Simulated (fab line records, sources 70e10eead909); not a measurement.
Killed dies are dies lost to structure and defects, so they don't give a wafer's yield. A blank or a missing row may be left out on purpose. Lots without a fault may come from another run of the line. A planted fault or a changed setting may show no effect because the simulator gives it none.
Which tool did it? | flow nand_harc | 12 lots, 36 wafers sampled, at 5 steps of a route of 1302

WHAT THE GAUGES READ, wafer by wafer
NHARC_END_SORT_01.
lot  | measured     | on        | killed_at_array | killed_at_other | killed_at_periphery | killed_dies | killed_open | killed_short
L883 | day 32 18:14 | prober-01 | 60 56 69        | 1 0 0           | 4 4 1               | 65 60 70    | 3 3 2       | 3 1 0

WHICH TOOL RAN EACH LOT (tool, then ch and the chambers of the sampled wafers, then the start)
lot  | NHARC_A_CHANNEL_HOLE_D1_ETCH_26  | NHARC_A_CHANNEL_HOLE_D1_XSEM_31 | NHARC_A_CHANNEL_FILL_D1_ALD_02   | NHARC_A_CHANNEL_FILL_D1_ALD_25
L864 | har_etch-01 ch 0,1, day 9 01:18  | xsem-02 ch 0, day 9 03:07       | ald_hk-03 ch 1,3, day 9 03:25    | ald_hk-01 ch 1,3, day 10 15:46
L865 | har_etch-01 ch 0,1, day 9 08:19  | xsem-02 ch 0, day 9 10:07       | ald_hk-03 ch 0,1,2, day 9 10:38  | ald_hk-04 ch 0,1, day 11 01:59
L867 | har_etch-01 ch 0,1, day 10 00:14 | xsem-01 ch 0, day 10 02:04      | ald_hk-03 ch 0,2,3, day 10 02:21 | ald_hk-04 ch 0,2,3, day 11 16:04
L868 | har_etch-01 ch 0,1, day 10 14:13 | xsem-02 ch 0, day 10 16:14      | ald_hk-04 ch 0,1, day 10 16:32   | ald_hk-01 ch 0,1,3, day 12 07:44
L869 | har_etch-02 ch 0,1, day 11 05:32 | xsem-02 ch 0, day 11 07:22      | ald_hk-03 ch 0,2,3, day 11 07:43 | ald_hk-03 ch 0,1,2, day 12 20:54
L870 | har_etch-01 ch 0,1, day 11 06:28 | xsem-01 ch 0, day 11 08:18      | ald_hk-01 ch 0,1,3, day 11 08:35 | ald_hk-01 ch 0,1,2, day 12 19:40
L871 | har_etch-02 ch 1, day 11 13:26   | xsem-02 ch 0, day 11 15:39      | ald_hk-03 ch 0,3, day 11 16:01   | ald_hk-03 ch 0,1, day 13 08:07
L872 | har_etch-01 ch 0,1, day 12 03:14 | xsem-01 ch 0, day 12 05:01      | ald_hk-04 ch 0,1,3, day 12 05:23 | ald_hk-04 ch 1,2,3, day 13 18:34
L874 | har_etch-02 ch 1, day 12 22:02   | xsem-02 ch 0, day 13 00:15      | ald_hk-04 ch 0,2,3, day 13 00:37 | ald_hk-04 ch 1,2,3, day 14 11:14
L875 | har_etch-02 ch 1, day 13 06:28   | xsem-02 ch 0, day 13 08:59      | ald_hk-01 ch 0,1,3, day 13 09:21 | ald_hk-03 ch 0,1,2, day 14 23:14
L876 | har_etch-02 ch 0,1, day 13 12:04 | xsem-01 ch 0, day 13 13:52      | ald_hk-04 ch 1,3, day 13 14:14   | ald_hk-04 ch 0,1,2, day 15 05:07
L883 | har_etch-02 ch 0,1, day 16 18:11 | xsem-02 ch 0, day 16 20:00      | ald_hk-04 ch 1,2, day 16 20:17   | ald_hk-01 ch 0,1,3, day 18 13:22
- NHARC_A_CHANNEL_HOLE_D1_ETCH_26: etches the open film in C4F8/O2/Ar, time 224.1 s, target depth 300 nm.
- NHARC_A_CHANNEL_HOLE_D1_XSEM_31
- NHARC_A_CHANNEL_FILL_D1_ALD_02: deposits SiO2, target thk 6 nm, pulse time 10 s, ald cycles 60.
- NHARC_A_CHANNEL_FILL_D1_ALD_25: deposits SiOx, target thk 60 nm, pulse time 10 s, ald cycles 600.

WHAT THE TOOLS THEMSELVES READ (means of the sampled wafers that have a number; where no wafer has one, the mark that the record gives instead)
NHARC_A_CHANNEL_HOLE_D1_ETCH_26.
lot  | tool        | drypump_motor_current_A (A) | o2_flow_sccm (sccm) | showerhead_plenum_p_Torr (Torr) | throttle_valve_pct (%)
L864 | har_etch-01 | 6.05                        | 113.7               | 3.64                            | 24.580
L865 | har_etch-01 | 6.02                        | 113.6               | 3.64                            | 24.590
L867 | har_etch-01 | 6.09                        | 113.8               | 3.70                            | 24.579
L868 | har_etch-01 | 6.03                        | 113.4               | 3.63                            | 24.587
L869 | har_etch-02 | 5.56                        | 113.5               | 3.47                            | 24.584
L870 | har_etch-01 | 6.04                        | 113.7               | 3.63                            | 24.577
L871 | har_etch-02 | 5.42                        | 113.2               | 3.50                            | 24.586
L872 | har_etch-01 | 6.06                        | 113.8               | 3.68                            | 24.588
L874 | har_etch-02 | 5.43                        | 113.6               | 3.48                            | 24.592
L875 | har_etch-02 | 5.44                        | 113.3               | 3.48                            | 24.587
L876 | har_etch-02 | 5.65                        | 113.6               | 3.82                            | 24.587
L883 | har_etch-02 | 5.57                        | 113.6               | 3.62                            | 24.584

NHARC_A_CHANNEL_HOLE_D1_XSEM_31.
lot  | tool    | bot_cd_nm (nm) | bow_nm (nm) | tilt_deg (degrees)
L864 | xsem-02 | 75.4           | 8.56        | 0.09
L865 | xsem-02 | 72.9           | 8.51        | 0.09
L867 | xsem-01 | 73.2           | 8.58        | 0.01
L868 | xsem-02 | 74.5           | 8.83        | -0.02
L869 | xsem-02 | 74.5           | 8.37        | 0.05
L870 | xsem-01 | 74.6           | 8.48        | 0.04
L871 | xsem-02 | 75.5           | 8.76        | 0.09
L872 | xsem-01 | 74.9           | 8.79        | 0.13
L874 | xsem-02 | 75.3           | 8.68        | 0.09
L875 | xsem-02 | 74.1           | 8.92        | 0.04
L876 | xsem-01 | 76.5           | 8.29        | 0.03
L883 | xsem-02 | 74.5           | 8.56        | 0.05

NHARC_A_CHANNEL_FILL_D1_ALD_02.
lot  | tool      | heater_power_w (W) | precursor_pulse_height_rel
L864 | ald_hk-03 | 529                | 0.985
L865 | ald_hk-03 | 445                | 0.998
L867 | ald_hk-03 | 480                | 0.992
L868 | ald_hk-04 | 457                | 1.020
L869 | ald_hk-03 | 476                | 1.021
L870 | ald_hk-01 | 494                | 0.980
L871 | ald_hk-03 | 427                | 0.999
L872 | ald_hk-04 | 450                | 1.007
L874 | ald_hk-04 | 454                | 1.035
L875 | ald_hk-01 | 500                | 0.992
L876 | ald_hk-04 | 460                | 1.012
L883 | ald_hk-04 | 450                | 0.996

NHARC_A_CHANNEL_FILL_D1_ALD_25.
lot  | tool      | heater_power_w (W) | precursor_pulse_height_rel
L864 | ald_hk-01 | 538                | 0.994
L865 | ald_hk-04 | 454                | 1.000
L867 | ald_hk-04 | 466                | 0.986
L868 | ald_hk-01 | 497                | 0.994
L869 | ald_hk-03 | 436                | 0.993
L870 | ald_hk-01 | 484                | 0.990
L871 | ald_hk-03 | 410                | 0.987
L872 | ald_hk-04 | 456                | 0.979
L874 | ald_hk-04 | 461                | 0.991
L875 | ald_hk-03 | 441                | 1.008
L876 | ald_hk-04 | 446                | 1.023
L883 | ald_hk-01 | 489                | 1.002

THE ANSWER, worked out from the rows above alone
Rule: what is usual is taken from the lots themselves. Put in order of their means at a reading, lots are off if they are a third of the lots or fewer, leave a main group of 4 or more, and stand apart from it by a gap of 3 or more times the standard deviation of the main group's means; of several such gaps the widest counts. A main group whose means are all the same, to the digits that the tables above print for the reading, isn't used. A lot without any number at a reading at which 4 lots or more have one is off too. The other lots that the step has rows for count as sound. The gauges are gone through in route order, then the tools' own readings, and for those a lot's mean is taken as printed above. The first step at which some lot is off is used, and at that step the reading that is off furthest; a lot without a number counts as furthest.
No lot is off at any reading shown: from this, nothing can be told.

WHAT THE SIMULATOR HAD PUT IN
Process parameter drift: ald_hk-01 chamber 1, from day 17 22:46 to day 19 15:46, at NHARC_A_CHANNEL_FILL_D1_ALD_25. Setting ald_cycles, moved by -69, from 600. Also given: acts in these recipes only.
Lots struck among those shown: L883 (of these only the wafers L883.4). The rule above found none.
